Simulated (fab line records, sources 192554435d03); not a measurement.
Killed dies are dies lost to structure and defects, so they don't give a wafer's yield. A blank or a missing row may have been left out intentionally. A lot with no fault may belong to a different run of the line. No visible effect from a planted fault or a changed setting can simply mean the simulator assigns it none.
Split-lot experiment :: flow n5Finfet :: 7 lots, 21 wafers read, on a route of 1938 steps

## ABOUT THE SPLIT
At N5_BEOL_M11_COAT_63 (time 60 s, resist thk 100 nm), the setting spinRpm was moved away from the recipe's 1500 rpm on 9 of the 21 wafers read, by -8.8% to +10.8%. This setting was run at the recipe's value on the other wafers.

## FROM THE SPLIT TO THE READING: what the file shows between them, 4 steps
- N5_BEOL_M11_COAT_64: time 60 s, resist thk 30 nm
- N5_BEOL_M11_COAT_22: resist thk 90 nm
- N5_BEOL_M11_DESCUM_33: chemistry O2, time 7.9 s
- N5_BEOL_M11_ETCH_65: etches SiARC in CF4, target depth 39 nm, time 65 s

## THE READING
etch.depthNm (the simulator's own value, which no gauge read), in nm, at N5_BEOL_M11_ETCH_66 (etches SOC in N2/H2, target depth 120 nm, overetch 24 nm, time 180 s). The file does not state a usual value for it. Here, 12 wafers ran the recipe; their average is 100.18 nm with a standard deviation of 0.36 nm.

wafer: L076.1
tool, chamber at the split: lithoTrack-04, 0
spinRpm as run, rpm: 1500
against the recipe: recipe
etch.depthNm, nm: 99.94
against lot-mates on the recipe: -

wafer: L076.4
tool, chamber at the split: lithoTrack-04, 0
spinRpm as run, rpm: 1500
against the recipe: recipe
etch.depthNm, nm: 99.93
against lot-mates on the recipe: -

wafer: L076.6
tool, chamber at the split: lithoTrack-04, 0
spinRpm as run, rpm: 1500
against the recipe: recipe
etch.depthNm, nm: 99.44
against lot-mates on the recipe: -

wafer: L077.2
tool, chamber at the split: lithoTrack-04, 0
spinRpm as run, rpm: 1500
against the recipe: recipe
etch.depthNm, nm: 100
against lot-mates on the recipe: -

wafer: L077.3
tool, chamber at the split: lithoTrack-04, 0
spinRpm as run, rpm: 1452
against the recipe: -3.2%
etch.depthNm, nm: 101.5
against lot-mates on the recipe: +1.50

wafer: L077.6
tool, chamber at the split: lithoTrack-04, 0
spinRpm as run, rpm: 1452
against the recipe: -3.2%
etch.depthNm, nm: 101.3
against lot-mates on the recipe: +1.30

wafer: L082.1
tool, chamber at the split: lithoTrack-04, 0
spinRpm as run, rpm: 1368
against the recipe: -8.8%
etch.depthNm, nm: 104.5
against lot-mates on the recipe: +4.35

wafer: L082.4
tool, chamber at the split: lithoTrack-04, 0
spinRpm as run, rpm: 1500
against the recipe: recipe
etch.depthNm, nm: 100.1
against lot-mates on the recipe: -

wafer: L082.5
tool, chamber at the split: lithoTrack-04, 0
spinRpm as run, rpm: 1500
against the recipe: recipe
etch.depthNm, nm: 100.2
against lot-mates on the recipe: -

wafer: L086.2
tool, chamber at the split: lithoTrack-05, 0
spinRpm as run, rpm: 1662
against the recipe: +10.8%
etch.depthNm, nm: 94.99
against lot-mates on the recipe: -5.06

wafer: L086.3
tool, chamber at the split: lithoTrack-05, 0
spinRpm as run, rpm: 1500
against the recipe: recipe
etch.depthNm, nm: 100
against lot-mates on the recipe: -

wafer: L086.6
tool, chamber at the split: lithoTrack-05, 0
spinRpm as run, rpm: 1500
against the recipe: recipe
etch.depthNm, nm: 100.1
against lot-mates on the recipe: -

wafer: L093.1
tool, chamber at the split: lithoTrack-01, 0
spinRpm as run, rpm: 1422
against the recipe: -5.2%
etch.depthNm, nm: 102.7
against lot-mates on the recipe: no lot-mate on the recipe

wafer: L093.2
tool, chamber at the split: lithoTrack-01, 0
spinRpm as run, rpm: 1422
against the recipe: -5.2%
etch.depthNm, nm: 102.6
against lot-mates on the recipe: no lot-mate on the recipe

wafer: L093.6
tool, chamber at the split: lithoTrack-01, 0
spinRpm as run, rpm: 1422
against the recipe: -5.2%
etch.depthNm, nm: 102.6
against lot-mates on the recipe: no lot-mate on the recipe

wafer: L094.1
tool, chamber at the split: lithoTrack-01, 0
spinRpm as run, rpm: 1600
against the recipe: +6.7%
etch.depthNm, nm: 97.24
against lot-mates on the recipe: -3.06

wafer: L094.3
tool, chamber at the split: lithoTrack-01, 0
spinRpm as run, rpm: 1600
against the recipe: +6.7%
etch.depthNm, nm: 97.22
against lot-mates on the recipe: -3.08

wafer: L094.6
tool, chamber at the split: lithoTrack-01, 0
spinRpm as run, rpm: 1500
against the recipe: recipe
etch.depthNm, nm: 100.3
against lot-mates on the recipe: -

wafer: L097.2
tool, chamber at the split: lithoTrack-04, 0
spinRpm as run, rpm: 1500
against the recipe: recipe
etch.depthNm, nm: 100.8
against lot-mates on the recipe: -

wafer: L097.3
tool, chamber at the split: lithoTrack-04, 0
spinRpm as run, rpm: 1500
against the recipe: recipe
etch.depthNm, nm: 100.7
against lot-mates on the recipe: -

wafer: L097.5
tool, chamber at the split: lithoTrack-04, 0
spinRpm as run, rpm: 1500
against the recipe: recipe
etch.depthNm, nm: 100.6
against lot-mates on the recipe: -

THE FIT
A straight line over all 21 wafers: etch.depthNm changes by -0.467 nm for each +1% of spinRpm; r = -0.99; the points scatter about the line by 0.32 nm.
The same after taking each lot's own level away (the mean of its wafers on the recipe; 18 wafers): -0.471 nm for each +1%; r = -1.00; scatter 0.13 nm.
The reading moves by 5.1 nm for the largest change in spinRpm, on that fit.
Across the lots, their own levels run from 99.770 to 100.700 nm, a range of 2.6 times the standard deviation given above.
The two slopes agree, so the slope changes little with the lot-to-lot level.
Check: for one of the wafers moved furthest among these (+10.8%), held out of the fit, the line's prediction against its lot-mates is -5.09 nm. Against them it came out at -5.06 nm.

## OTHER SPLITS ON THESE WAFERS
Other splits were also applied to these wafers ahead of the reading. Each is held against what the fit with the lots' levels taken away leaves over:
other split on the same wafers: N5_BEOL_M10_COAT_22 spinRpm
wafers away from the commonest value: 3
r with etch.depthNm (lot level and that fit taken away): -0.05

other split on the same wafers: N5_BEOL_M11_ETCH_62 biasW
wafers away from the commonest value: 9
r with etch.depthNm (lot level and that fit taken away): +0.04

## THE WHOLE CHAIN: every reading that the file lists as answering this split, in the file's order
step: N5_BEOL_M11_COAT_63
what it does: time 60 s, resist thk 100 nm
reading: SOC_of_BEOL_M11_COAT_63.thkNm (the simulator's own value, which no gauge read)
change (the file's fit): -0.484 nm for each +1% of the setting
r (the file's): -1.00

step: N5_BEOL_M11_ETCH_66
what it does: etches SOC in N2/H2, target depth 120 nm, overetch 24 nm, time 180 s
reading: etch.depthNm (the simulator's own value, which no gauge read)
change (the file's fit): -0.477 nm for each +1% of the setting
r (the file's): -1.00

## THE FILE'S OWN FIT
etch.depthNm changes by -0.477 nm for each +1% of spinRpm, r = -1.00.
